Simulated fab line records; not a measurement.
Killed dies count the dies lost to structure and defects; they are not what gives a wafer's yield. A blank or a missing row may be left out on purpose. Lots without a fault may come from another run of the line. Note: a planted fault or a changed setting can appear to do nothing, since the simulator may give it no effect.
Chamber matching ; flow nand-harc ; rie-diel-06 running NHARC_P_CONTACT_STRIP_28: 4 sister chambers
The step strips in O2. 4 wafers are shown with their chamber, then 12 later ones without.

== WAFERS, EACH WITH ITS CHAMBER ==
wafer;chamber;drypump-motor-current-A (A)
L083.3;1;5.0
L087.1;0;5.3
L087.5;3;5.5
L087.6;2;5.4

== WAFERS WITH NO CHAMBER GIVEN ==
wafer;drypump-motor-current-A (A)
L088.1;5.4
L088.5;5.3
L088.6;5.5
L094.2;5.5
L094.3;5.4
L094.5;5.4
L096.1;5.4
L096.3;5.1
L096.4;5.5
L097.1;5.3
L097.4;5.3
L097.5;5.5

== EACH ONE'S CHAMBER ==
wafer;from the rows above;in truth
L088.1;2;2
L088.5;0;0
L088.6;3;3
L094.2;3;3
L094.3;2;2
L094.5;2;2
L096.1;2;2
L096.3;1;1
L096.4;3;3
L097.1;0;0
L097.4;0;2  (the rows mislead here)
L097.5;3;3
Correctly placed: 11 of 12. Number that these rows cannot place: 0. 1 placed wrongly.
How it was worked out, from the rows above alone: a wafer's distance from a chamber is the root of the sum, over the readings, of the square of ((its reading less the chamber's mean) divided by the reading's scatter). The wafer belongs to the nearest chamber; if the next one is less than 2 further off, it can't be placed. A chamber's mean is the mean of its shown wafers. The scatter: with one shown wafer a chamber, the root of the mean of the squares of how far each hidden wafer lies from its nearest shown one.
